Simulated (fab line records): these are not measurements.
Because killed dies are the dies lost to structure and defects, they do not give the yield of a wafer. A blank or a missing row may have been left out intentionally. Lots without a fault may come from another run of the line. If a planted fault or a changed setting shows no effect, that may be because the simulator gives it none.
Comparing a struck lot with a sound one || flow n5 finfet || 15 steps out of a route of 1938
Sound: these wafers, L541.2, L541.4, L541.6. Struck: wafers L561.2, L561.5 (left out: L561.1, a lot-mate that was not struck); the cause follows at the end.
For every step that has rows: the tool of each side, followed by ch and its chambers, followed by its first start. Under that, the readings that differ: sound wafers || struck wafers || difference of the means || sigmas: that difference in standard deviations of wafers without a fault.
alike: a reading whose means differ by less than 2 such deviations, as well as words and numbers matching on both sides. not compared: withheld readings; readings where some wafer has no value; bounds like >300 that might hide an equal value; numbers whose values overlap and for which the record gives no deviation.
The two part at a step that has a row with sigmas, a row that says differs or no value, or rows on one side only. Non-overlapping numbers with no deviation appear without sigmas and do not part them. Lack of a reading on every wafer of one side parts them only where that side has two or more wafers.

first, 8 steps without rows for these wafers: N5_BEOL_M12_COAT_66 (time 60 s, resist thk 110 nm); N5_BEOL_M12_COAT_22 (resist thk 300 nm); N5_BEOL_M12_EBR_24; N5_BEOL_M12_SOFTBAKE_23 (time 60 s); N5_BEOL_M12_EXPOSE_25 (exposes mask M12); N5_BEOL_M12_PEB_26 (peb time 90 s); N5_BEOL_M12_DEVELOP_27 (develop time 45 s); N5_BEOL_M12_HARDBAKE_32 (time 120 s).
N5_BEOL_M12_CD_MEAS_28: the cd target is 160.2 nm.
  sound on cd sem-01 ch 0, day 11 03:20; struck on cd sem-02 ch 0, day 16 04:27
  alike: cd nm
N5_BEOL_M12_OVL_MEAS_29:
  sound on overlay-02 ch 0, day 11 03:22; struck on overlay-01 ch 0, day 16 04:29
  alike: M12_OVL
N5_BEOL_M12_INSPECT_30: inspects for defects (macro).
  sound on defect inspect-01, day 11 03:23; struck on defect inspect-01, day 16 04:30
  alike: raw defect count
N5_BEOL_M12_DESCUM_33: chemistry O2, time 7.9 s.
  sound on rie diel-05 ch 0,1,3, day 11 03:43; struck on rie diel-06 ch 0,3, day 16 04:58
  alike: drypump motor current A, oes product au, rf vpp V, showerhead plenum p Torr, throttle valve pct
  not compared: rf hours counter h
N5_BEOL_M12_ETCH_67: etches SiARC in CF4, target depth 143 nm, time 238.3 s.
  sound on rie diel-05 ch 0,1,3, day 11 03:45; struck on rie diel-06 ch 0,3, day 16 05:00
{"reading": "etch rf on time s (s)", "sound": "248 246 237", "struck": "146 145", "difference": -98, "sigmas": -14}
{"reading": "oes product au (a.u.)", "sound": "0.65 0.78 0.74", "struck": "0.94 1.09", "difference": "+0.29", "sigmas": "+4"}
  alike: bias w, drypump motor current A, rf vpp V, showerhead plenum p Torr, throttle valve pct
  not compared: rf hours counter h
N5_BEOL_M12_ETCH_68: etches SOC in N2/H2, time 285 s.
  sound on rie diel-05 ch 0,1,3, day 11 03:53; struck on rie diel-06 ch 0,3, day 16 05:09
  alike: bias w, drypump motor current A, oes product au, rf vpp V, showerhead plenum p Torr, throttle valve pct
  not compared: rf hours counter h
N5_PASSIVATION_PROBE_49:
  sound on prober-01, day 12 11:51; struck on prober-02, day 17 20:14
{"reading": "killed at front end", "sound": "32 31 45", "struck": "64 53", "difference": "+22", "sigmas": "+2"}
{"reading": "killed short", "sound": "24 23 23", "struck": "43 45", "difference": "+21", "sigmas": "+2"}
  alike: defect limited yield, killed_at_M0_to_M3, killed_at_M4_up, killed at contacts, killed at other, killed dies, killed open, sort_bin_5_function, sort_bin_6_memory, sort n pass, sort yield pct

WHERE THEY PART
Last at N5_PASSIVATION_PROBE_49 as far as this record goes, first at N5_BEOL_M12_ETCH_67.

WHY: what the simulator had put in
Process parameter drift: rie diel-06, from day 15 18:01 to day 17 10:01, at N5_BEOL_M12_ETCH_67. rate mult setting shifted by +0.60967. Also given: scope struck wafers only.
